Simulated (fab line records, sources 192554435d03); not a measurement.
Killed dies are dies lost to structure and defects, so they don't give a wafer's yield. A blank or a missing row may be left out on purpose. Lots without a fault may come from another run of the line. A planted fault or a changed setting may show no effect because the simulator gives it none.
A struck lot beside a sound one | flow n5_finfet | 22 steps out of a route of 1938
Sound: wafers L717.2, L717.4, L717.5. Struck: wafer L720.4. (L720.2, L720.3 of the same lot were not struck and are left out.) The cause comes at the end.
At each step with rows: each side's tool, then ch and its chambers, then its first start. Under that, the readings that differ: sound wafers | struck wafers | difference of the means | sigmas: that difference in standard deviations of wafers without a fault.
alike: readings whose means differ by less than 2 such deviations, and words and numbers that are the same on both sides. not compared: withheld readings, readings that some wafer has no value for, bounds like >300 that may hide the same value, and numbers for which the record gives no deviation and whose values overlap.
The two part at a step that has a row with sigmas, a row that says differs or no value, or rows on one side only. Numbers that don't overlap but have no deviation are shown without sigmas and don't part them. A reading that every wafer of one side lacks parts them only if that side has two wafers or more.

first, 1 step without rows for these wafers: N5_ZERO_LAYER_HARDBAKE_23 (time 120 s).
N5_ZERO_LAYER_CD_MEAS_11: target cd 2000 nm.
  sound on cd_sem-03 ch 0, day 2 00:38; struck on cd_sem-02 ch 0, day 2 18:47
  alike: cd_nm
N5_ZERO_LAYER_DESCUM_16: chemistry O2, time 7.9 s.
  sound on rie_diel-03 ch 1,2, day 2 00:41; struck on rie_diel-03 ch 2, day 2 18:50
  alike: chamber_pressure_mTorr, drypump_motor_current_A, oes_product_au, rf_vpp_V, showerhead_plenum_p_Torr, temp_c, throttle_valve_pct
  not compared: rf_hours_counter_h
N5_ZERO_LAYER_ETCH_17: etches SiO2 in CF4, target depth 12 nm, time 13.3 s.
  sound on rie_diel-03 ch 1,2, day 2 00:43; struck on rie_diel-03 ch 2, day 2 18:52
  alike: bias_w, cf4_flow_sccm, chamber_pressure_mTorr, drypump_motor_current_A, oes_product_au, rf_vpp_V, showerhead_plenum_p_Torr, throttle_valve_pct
  not compared: rf_hours_counter_h
N5_ZERO_LAYER_ETCH_18: etches Si in HBr/Cl2, target depth 120 nm, time 40 s.
  sound on rie_si-02 ch 2,3, day 2 00:48; struck on rie_si-02 ch 0, day 2 18:56
  alike: bias_w, chamber_pressure_mTorr, drypump_motor_current_A, oes_product_au, throttle_valve_pct
  not compared: rf_hours_counter_h
N5_ZERO_LAYER_STRIP_24: strips in O2.
  sound on plasma_asher-02 ch 0, day 2 00:54; struck on plasma_asher-02 ch 1, day 2 19:02
  alike: chamber_pressure_mTorr, drypump_motor_current_A, heater_power_w, oes_product_au, strip_time_to_endpoint_s, temp_c
  not compared: rf_hours_counter_h
then, 1 step without rows for these wafers: N5_ZERO_LAYER_STRIP_19 (strips in SPM, time 900 s).
N5_ZERO_LAYER_INSPECT_20: inspects for defects (darkfield).
  sound on defect_inspect-02, day 2 01:16; struck on defect_inspect-01, day 2 19:24
  alike: raw_defect_count
then, 4 steps without rows for these wafers: N5_WELL_APT_HMDS_01 (time 60 s); N5_WELL_APT_COAT_02 (resist thk 950 nm); N5_WELL_APT_EBR_04; N5_WELL_APT_SOFTBAKE_03 (time 60 s).
N5_WELL_APT_EXPOSE_05: exposes mask NWELL, defocus 0 nm, target cd 200 nm.
  sound on krf_scanner-01 ch 0, day 2 01:24; struck on krf_scanner-02 ch 0, day 2 19:32
  reading              | sound                | struck | difference | sigmas
  exposure_dose_mJ_cm2 | 20.278 20.294 20.269 | 20.340 | +0.060     | +3
  alike: mask, stage_vel_mm_s
then, 3 steps without rows for these wafers: N5_WELL_APT_PEB_06 (peb time 90 s); N5_WELL_APT_DEVELOP_07 (develop time 45 s); N5_WELL_APT_HARDBAKE_12 (time 120 s).
N5_WELL_APT_CD_MEAS_08: target cd 200 nm.
  sound on cd_sem-02 ch 0, day 2 01:34; struck on cd_sem-02 ch 0, day 2 19:43
  reading    | sound             | struck | difference | sigmas
  cd_nm (nm) | 198.1 202.0 202.6 | 194.0  | -6.9       | -3
N5_WELL_APT_OVL_MEAS_09:
  sound on overlay-01 ch 0, day 2 01:35; struck on overlay-02 ch 0, day 2 19:44
  alike: NWELL_OVL
N5_WELL_APT_INSPECT_10: inspects for defects (macro).
  sound on defect_inspect-02, day 2 01:37; struck on defect_inspect-02, day 2 19:46
  alike: raw_defect_count
N5_WELL_APT_DESCUM_13: chemistry O2, time 7.9 s.
  sound on rie_diel-06 ch 2,3, day 2 01:39; struck on rie_diel-04 ch 2, day 2 19:47
  reading                        | sound                | struck | difference | sigmas
  chamber_pressure_mTorr (mTorr) | 20.031 20.004 20.038 | 19.977 | -0.047     | -2
  model.WELL_APT.cd_nm (nm)      | 198 201.9 202.5      | 193.8  | -7.0       |
  alike: drypump_motor_current_A, oes_product_au, rf_vpp_V, showerhead_plenum_p_Torr, temp_c, throttle_valve_pct
  not compared: rf_hours_counter_h
then, 1 step without rows for these wafers: N5_WELL_APT_IMPLANT_14.
-- the record jumps here: 12 days lie between the struck wafers' starts before and after (it left off in module WELL_APT and takes up again in module PASSIVATION, whose first step shown is number 1936 of the route) --
N5_PASSIVATION_PROBE_49:
  the record has rows for the struck wafers here (prober-02, day 14 12:58) and none for the sound ones

WHERE THEY PART
First at N5_WELL_APT_EXPOSE_05; last, within this record, at N5_PASSIVATION_PROBE_49.

WHY: what the simulator had put in
Process parameter drift: krf_scanner-02, from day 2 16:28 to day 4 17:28, at N5_WELL_APT_EXPOSE_05. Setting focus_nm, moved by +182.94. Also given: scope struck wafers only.
